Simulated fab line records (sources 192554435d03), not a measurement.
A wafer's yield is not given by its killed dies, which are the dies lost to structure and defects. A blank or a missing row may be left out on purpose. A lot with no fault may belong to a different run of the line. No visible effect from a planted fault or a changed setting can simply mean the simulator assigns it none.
Chamber matching -- flow n5-finfet -- rie-diel-04 running N5_BEOL_M5_DESCUM_16: 4 sister chambers
The step chemistry O2, time 7 s. 30 wafers are shown with their chamber, then 12 later ones without.

WAFERS WITH THEIR CHAMBER
wafer,chamber,drypump-motor-current-A (A),throttle-valve-pct (%),oes-product-au (a.u.)
L077.4,1,6.2,20.61,0.68
L077.5,1,6.3,20.60,0.68
L077.6,2,5.2,20.59,0.71
L079.1,2,5.2,20.59,0.71
L079.2,3,5.6,20.63,0.67
L079.3,0,5.8,20.31,0.90
L079.4,2,5.2,20.60,0.71
L079.5,0,5.8,20.31,0.89
L079.6,3,5.7,20.63,0.66
L082.1,3,5.6,20.65,0.66
L082.3,0,5.8,20.32,0.89
L082.4,2,5.3,20.58,0.71
L087.1,1,6.3,20.22,0.96
L087.2,0,5.8,20.33,0.88
L087.3,2,5.2,20.60,0.70
L087.4,0,5.8,20.32,0.88
L087.5,1,6.3,20.22,0.96
L087.6,2,5.2,20.61,0.70
L085.1,1,6.3,20.22,0.97
L085.2,2,5.2,20.59,0.70
L085.3,0,5.8,20.33,0.88
L085.4,0,5.8,20.32,0.87
L085.5,1,6.3,20.21,0.97
L085.6,2,5.3,20.61,0.70
L086.2,2,5.2,20.60,0.71
L086.4,1,6.3,20.22,0.95
L086.5,2,5.2,20.61,0.70
L076.3,1,6.3,20.23,0.95
L076.4,2,5.2,20.61,0.70
L076.6,1,6.3,20.22,0.95

SIGNATURES (means of the wafers above)
reading,chamber 0,chamber 1,chamber 2,chamber 3,scatter within a chamber
drypump-motor-current-A,5.800,6.289,5.218,5.633,0.035
throttle-valve-pct,20.3200,20.3056,20.5991,20.6367,0.0946
oes-product-au,0.8843,0.8967,0.7045,0.6633,0.0685
Rule: a wafer lies at a distance from a chamber equal to the root of the sum of squares, over the readings, of (its reading less the chamber's mean, divided by the reading's scatter). The wafer belongs to the nearest chamber; if the next one is less than 2 further off, it can't be placed. How the scatter is found: for the shown wafers, subtract from each reading the mean of its chamber, square and add these, divide the total by (wafers less chambers), then take the root.

WAFERS MISSING THEIR CHAMBER
wafer,drypump-motor-current-A (A),throttle-valve-pct (%),oes-product-au (a.u.)
L091.2,6.3,20.23,0.91
L091.5,5.3,20.61,0.69
L091.6,5.7,20.22,0.98
L094.1,6.3,20.25,0.89
L094.2,5.6,20.22,0.95
L094.3,5.2,20.64,0.69
L094.4,5.8,20.38,0.86
L094.5,5.8,20.36,0.85
L094.6,6.3,20.24,0.91
L096.2,5.2,20.63,0.69
L096.5,6.3,20.24,0.90
L096.6,5.8,20.35,0.85

THE CHAMBER EACH PASSED THROUGH
wafer,from the rows above,in truth
L091.2,1,1
L091.5,2,2
L091.6,0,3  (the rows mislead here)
L094.1,1,1
L094.2,can't be placed: 0 or 3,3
L094.3,2,2
L094.4,0,0
L094.5,0,0
L094.6,1,1
L096.2,2,2
L096.5,1,1
L096.6,0,0
Correct placement for 10 of the 12. These rows do not allow placing 1 (true chamber among the candidates in 1). Wrongly placed: 1.
